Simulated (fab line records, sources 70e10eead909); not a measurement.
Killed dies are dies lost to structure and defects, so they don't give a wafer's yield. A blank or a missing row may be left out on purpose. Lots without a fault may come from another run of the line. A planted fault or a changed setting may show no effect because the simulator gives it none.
Chamber matching | flow nand_harc | NHARC_P_GATE_DESCUM_93 on rie_diel-10: 4 sister chambers
The step chemistry O2, time 3 s. 22 wafers are shown with their chamber, then 11 later ones without.

WAFERS WITH THEIR CHAMBER
wafer  | chamber | drypump_motor_current_A (A) | oes_product_au (a.u.) | throttle_valve_pct (%)
L080.1 | 3       | 5.7                         | 1.009                 | 11.311
L080.3 | 0       | 5.4                         | 1.010                 | 11.313
L080.4 | 2       | 5.4                         | 0.991                 | 11.320
L080.2 | 1       | 6.0                         | 1.014                 | 11.303
L080.5 | 3       | 5.8                         | 1.013                 | 11.311
L080.6 | 2       | 5.4                         | 0.999                 | 11.314
L084.1 | 3       | 5.7                         | 1.025                 | 11.300
L084.3 | 2       | 5.5                         | 1.000                 | 11.312
L084.5 | 3       | 5.8                         | 1.020                 | 11.306
L088.2 | 2       | 5.5                         | 0.992                 | 11.300
L088.4 | 0       | 5.4                         | 1.008                 | 11.318
L088.6 | 1       | 6.0                         | 1.008                 | 11.313
L088.1 | 3       | 5.8                         | 1.005                 | 11.303
L088.3 | 1       | 6.0                         | 1.002                 | 11.326
L088.5 | 0       | 5.4                         | 1.002                 | 11.296
L090.1 | 2       | 5.4                         | 0.985                 | 11.308
L090.4 | 0       | 5.4                         | 1.002                 | 11.324
L090.5 | 0       | 5.3                         | 0.993                 | 11.305
L091.2 | 1       | 6.0                         | 0.999                 | 11.311
L091.3 | 2       | 5.5                         | 1.002                 | 11.320
L091.4 | 3       | 5.8                         | 1.009                 | 11.303
L092.4 | 3       | 5.7                         | 1.000                 | 11.301

SIGNATURES (means of the wafers above)
reading                 | chamber 0 | chamber 1 | chamber 2 | chamber 3 | scatter within a chamber
drypump_motor_current_A | 5.380     | 6.000     | 5.450     | 5.757     | 0.0472
oes_product_au          | 1.00300   | 1.00575   | 0.99483   | 1.01157   | 0.00733
throttle_valve_pct      | 11.31120  | 11.31325  | 11.31233  | 11.30500  | 0.00806
Rule: a wafer's distance from a chamber is the root of the sum, over the readings, of the square of ((its reading less the chamber's mean) divided by the reading's scatter). The wafer belongs to the nearest chamber; if the next one is less than 2 further off, it can't be placed. The scatter: the root of (the sum of the squares of (reading less its chamber's mean) over the shown wafers, divided by (wafers less chambers)).

WAFERS WITHOUT THEIR CHAMBER
wafer  | drypump_motor_current_A (A) | oes_product_au (a.u.) | throttle_valve_pct (%)
L092.5 | 5.7                         | 1.010                 | 11.318
L092.6 | 5.5                         | 0.995                 | 11.310
L093.2 | 6.0                         | 1.007                 | 11.303
L093.3 | 5.5                         | 0.983                 | 11.328
L093.6 | 5.7                         | 1.004                 | 11.322
L095.1 | 5.4                         | 1.007                 | 11.312
L095.3 | 5.4                         | 1.011                 | 11.311
L095.4 | 5.8                         | 1.009                 | 11.320
L097.2 | 6.0                         | 1.003                 | 11.318
L097.4 | 5.8                         | 1.011                 | 11.308
L097.5 | 5.4                         | 0.994                 | 11.308

WHICH CHAMBER EACH WENT THROUGH
wafer  | from the rows above     | in truth
L092.5 | 3                       | 3
L092.6 | can't be placed: 2 or 0 | 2
L093.2 | 1                       | 1
L093.3 | can't be placed: 2 or 0 | 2
L093.6 | 3                       | 3
L095.1 | can't be placed: 0 or 2 | 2
L095.3 | can't be placed: 0 or 2 | 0
L095.4 | 3                       | 3
L097.2 | 1                       | 1
L097.4 | 3                       | 3
L097.5 | can't be placed: 2 or 0 | 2
Placed correctly: 6 of 11. Can't be placed from these rows: 5 (the true chamber is among the candidates in 5). Placed wrongly: 0.
